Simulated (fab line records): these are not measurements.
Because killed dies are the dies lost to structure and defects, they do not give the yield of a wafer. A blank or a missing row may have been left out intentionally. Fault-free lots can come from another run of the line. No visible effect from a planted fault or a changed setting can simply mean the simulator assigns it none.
8D (eight disciplines) problem report, filled in by code || flow n5_finfet || the parts of the form that need people (team, actions taken, sign-off) are left out

## 1. WHAT WENT WRONG
Mean of spin_speed_rpm at N5_BEOL_M11_COAT_59: 1438.9 rpm across 6 wafers in 2 lots; on wafers with no fault it is 1499.9 rpm (standard deviation 1.1). That is -55 standard deviations from the usual mean.
The step: time 60 s, resist thk 100 nm.
Earliest sighting: wafer L964.1 on litho_track-05 at day 11 15:14. The record has a number at this step for 12 wafers belonging to 4 lots. By rule, "out" or "out of limits" means more than 4 standard deviations away from the usual mean. The other wafers with a number count as sound.

## 2. WHAT IT IS, WHAT IT ISN'T
{"question": "which readings at this step", "is": "spin_speed_rpm", "is not": "-"}
{"question": "which lots", "is": "L964, L967", "is not": "L963, L974"}
{"question": "which wafers of those lots", "is": "all that have a number", "is not": "-"}
{"question": "read on which tools", "is": "litho_track-05", "is not": "litho_track-03"}
{"question": "when", "is": "from day 11 15:14", "is not": "up to then (3 sound wafers); but 3 sound wafers of L974 came after"}

## 3. WHAT RULES OUT EACH SUSPECT
Counting: a tool at a process step up to the reading stays a suspect if it ran every lot that is out and no sound lot after the first of them.
- litho_track-05 at N5_BEOL_M11_COAT_59 (time 60 s, resist thk 100 nm): kept. All lots that are out passed through it, beginning with L964 at day 11 15:14, and no sound lot followed; its final sound lot before that point was L963 at day 11 14:04. Its own readings are out on those wafers: spin_speed_rpm.
The count leaves litho_track-05 at N5_BEOL_M11_COAT_59.

## 4. THE CAUSE (what the simulator had put in)
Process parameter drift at N5_BEOL_M11_COAT_59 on litho_track-05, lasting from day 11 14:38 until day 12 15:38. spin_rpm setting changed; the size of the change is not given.
Only this tool survived the counting.

## 5. THE CHAIN OF EFFECTS, in route order
Rows list readings where the struck wafers' mean (over those with a number) sits beyond 3 standard deviations from the usual. Only readings for which the record gives a usual standard deviation are gone through. hours: the time from each lot's start at the first step in this table that gives one to its start at this step, as a median over the lots. sigmas: the change in usual standard deviations.
{"hours": 0, "step": "N5_BEOL_M11_COAT_59", "reading": "spin_speed_rpm", "usual": "1499.9 rpm", "on struck wafers": 1438.9, "change": -61.0, "sigmas": -55}
Here are the process steps it includes:
- N5_BEOL_M11_COAT_59: time 60 s, resist thk 100 nm.

## 6. HOW IT WOULD HAVE BEEN CAUGHT EARLIER
In this record the first reading out of limits was taken at day 11 15:14, 1 hour after the fault began at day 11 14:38.
